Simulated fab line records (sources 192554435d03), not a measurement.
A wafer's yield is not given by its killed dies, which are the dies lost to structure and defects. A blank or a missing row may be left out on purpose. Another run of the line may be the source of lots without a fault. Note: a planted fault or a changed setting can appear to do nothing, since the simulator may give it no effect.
Chamber matching + flow n5_finfet + rie_diel-01 running N5_BEOL_M9_DESCUM_16: 4 sister chambers
The step chemistry O2, time 7.9 s. 8 wafers are shown with their chamber, then 12 later ones without.

## WAFERS, EACH WITH ITS CHAMBER
| wafer  | chamber | showerhead_plenum_p_Torr (Torr) | throttle_valve_pct (%) |
|--------|---------|---------------------------------|------------------------|
| L085.1 | 3       | 2.02                            | 20.52                  |
| L085.3 | 2       | 2.10                            | 20.62                  |
| L088.1 | 0       | 2.04                            | 20.07                  |
| L088.3 | 1       | 1.97                            | 20.17                  |
| L088.4 | 2       | 2.10                            | 20.63                  |
| L087.2 | 1       | 1.97                            | 20.20                  |
| L087.4 | 3       | 2.01                            | 20.51                  |
| L087.6 | 0       | 2.04                            | 20.08                  |

## WAFERS MISSING THEIR CHAMBER
| wafer  | showerhead_plenum_p_Torr (Torr) | throttle_valve_pct (%) |
|--------|---------------------------------|------------------------|
| L094.1 | 1.96                            | 20.21                  |
| L094.2 | 2.01                            | 20.53                  |
| L094.5 | 1.96                            | 20.20                  |
| L095.1 | 2.09                            | 20.66                  |
| L095.2 | 2.01                            | 20.56                  |
| L095.3 | 2.03                            | 20.11                  |
| L095.4 | 1.96                            | 20.21                  |
| L095.5 | 1.96                            | 20.21                  |
| L095.6 | 2.03                            | 20.12                  |
| L097.2 | 2.01                            | 20.54                  |
| L097.3 | 2.03                            | 20.11                  |
| L097.4 | 2.01                            | 20.55                  |

## EACH ONE'S CHAMBER
| wafer  | from the rows above | in truth |
|--------|---------------------|----------|
| L094.1 | 1                   | 1        |
| L094.2 | 3                   | 3        |
| L094.5 | 1                   | 1        |
| L095.1 | 2                   | 2        |
| L095.2 | 3                   | 3        |
| L095.3 | 0                   | 0        |
| L095.4 | 1                   | 1        |
| L095.5 | 1                   | 1        |
| L095.6 | 0                   | 0        |
| L097.2 | 3                   | 3        |
| L097.3 | 0                   | 0        |
| L097.4 | 3                   | 3        |
Placed correctly: 12 of 12. Can't be placed from these rows: 0. Placed wrongly: 0.
How it was worked out, from the rows above alone: a wafer's distance from a chamber is the root of the sum, over the readings, of the square of ((its reading less the chamber's mean) divided by the reading's scatter). If the next closest chamber is less than 2 further off than the closest, the wafer can't be placed; otherwise it belongs to the closest. A chamber's mean is the mean of its shown wafers. The scatter: the root of (the sum of the squares of (reading less its chamber's mean) over the shown wafers, divided by (wafers less chambers)).
